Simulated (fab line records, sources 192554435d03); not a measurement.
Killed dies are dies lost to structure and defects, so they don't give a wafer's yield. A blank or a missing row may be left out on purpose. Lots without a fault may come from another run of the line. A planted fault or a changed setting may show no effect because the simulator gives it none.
A struck lot beside a sound one | flow n5_finfet | 15 steps out of a route of 1938
Sound: wafers L651.1, L651.4, L651.5. Struck: wafer L655.4. (L655.2, L655.3 of the same lot were not struck and are left out.) The cause comes at the end.
At each step with rows: each side's tool, then ch and its chambers, then its first start. Under that, the readings that differ: sound wafers | struck wafers | difference of the means | sigmas: that difference in standard deviations of wafers without a fault.
alike: readings whose means differ by less than 2 such deviations, and words and numbers that are the same on both sides. not compared: withheld readings, readings that some wafer has no value for, bounds like >300 that may hide the same value, and numbers for which the record gives no deviation and whose values overlap.
The two part at a step that has a row with sigmas, a row that says differs or no value, or rows on one side only. Numbers that don't overlap but have no deviation are shown without sigmas and don't part them. A reading that every wafer of one side lacks parts them only if that side has two wafers or more.

first, 2 steps without rows for these wafers: N5_BEOL_M1_SPUTTER_92 (material Cu, target thk 4.5 nm, time 8.29 s); N5_BEOL_M1_ANNEAL_93 (time 240 s).
N5_BEOL_M1_SPUTTER_94: material Cu, target thk 4.5 nm, time 8.29 s.
  sound on pvd_sputter-02, day 8 02:40; struck on pvd_sputter-03, day 9 00:53
  alike: chamber_pressure_pa, throttle_valve_pct
then, 1 step without rows for these wafers: N5_BEOL_M1_ANNEAL_95 (time 240 s).
N5_BEOL_M1_SPUTTER_96: material Cu, target thk 4.5 nm, time 8.29 s.
  sound on pvd_sputter-02, day 8 02:53; struck on pvd_sputter-03, day 9 01:07
  alike: chamber_pressure_pa, throttle_valve_pct
then, 2 steps without rows for these wafers: N5_BEOL_M1_ECD_50 (material Cu, target thk 300 nm); N5_BEOL_M1_ANNEAL_51 (time 90 s).
N5_BEOL_M1_CMP_52: polishes, stops on SiOC, t overpolish 6.8 s, target thk 40 nm.
  sound on cmp-02 ch 0,2,3, day 8 03:26; struck on cmp-03 ch 3, day 9 01:40
  alike: barrier_field_endpoint_s, motor_current_A, overpolish_run_s, retaining_ring_pressure_frac, time_to_endpoint_s
N5_BEOL_M1_THK_MEAS_53: measures by xrf.
  sound on film_metro-01, day 8 03:41; struck on film_metro-01, day 9 01:55
  alike: M1_THK
N5_BEOL_M1_PRE_CLEAN_60: time 15 s.
  sound on cvd_co-01 ch 1,2, day 8 03:43; struck on cvd_co-01 ch 0, day 9 01:57
  alike: heater_power_outer_w, heater_power_w
N5_BEOL_M1_CO_CAP_55: material Co, precursor CCTBA/H2, target thk 2 nm, time 102.1 s.
  sound on cvd_co-01 ch 1,2, day 8 03:46; struck on cvd_co-01 ch 0, day 9 01:59
  alike: heater_power_outer_w, heater_power_w
then, 1 step without rows for these wafers: N5_BEOL_M1_PRE_CLEAN_56 (time 15 s).
N5_BEOL_M1_DEP_57: deposits SiCN from 3MS/NH3, target thk 8 nm, time 14 s.
  sound on pecvd-01 ch 0,2, day 8 03:53; struck on pecvd-01 ch 0, day 9 02:07
  reading                                  | sound     | struck | difference | sigmas
  model.SiCN_of_BEOL_M1_DEP_57.thk_nm (nm) | 7.8 8 8.2 | 8.8    | +0.8       |
  alike: showerhead_plenum_p_Torr, throttle_valve_pct
N5_BEOL_M1_RS_MEAS_58: measures by four-point-probe.
  sound on film_metro-02, day 8 03:57; struck on film_metro-01, day 9 02:10
  alike: M1_RS
N5_BEOL_M4_RC_MEAS_101:
  sound on prober-01 ch 0, day 9 08:31; struck on prober-01 ch 0, day 10 10:22
  alike: DIBL_N, DIBL_P, IOFF_N, IOFF_P, ION_N, ION_P, SS_N, SS_P, VT_N, VT_P

WHERE THEY PART
Nowhere in this record.

WHY: what the simulator had put in
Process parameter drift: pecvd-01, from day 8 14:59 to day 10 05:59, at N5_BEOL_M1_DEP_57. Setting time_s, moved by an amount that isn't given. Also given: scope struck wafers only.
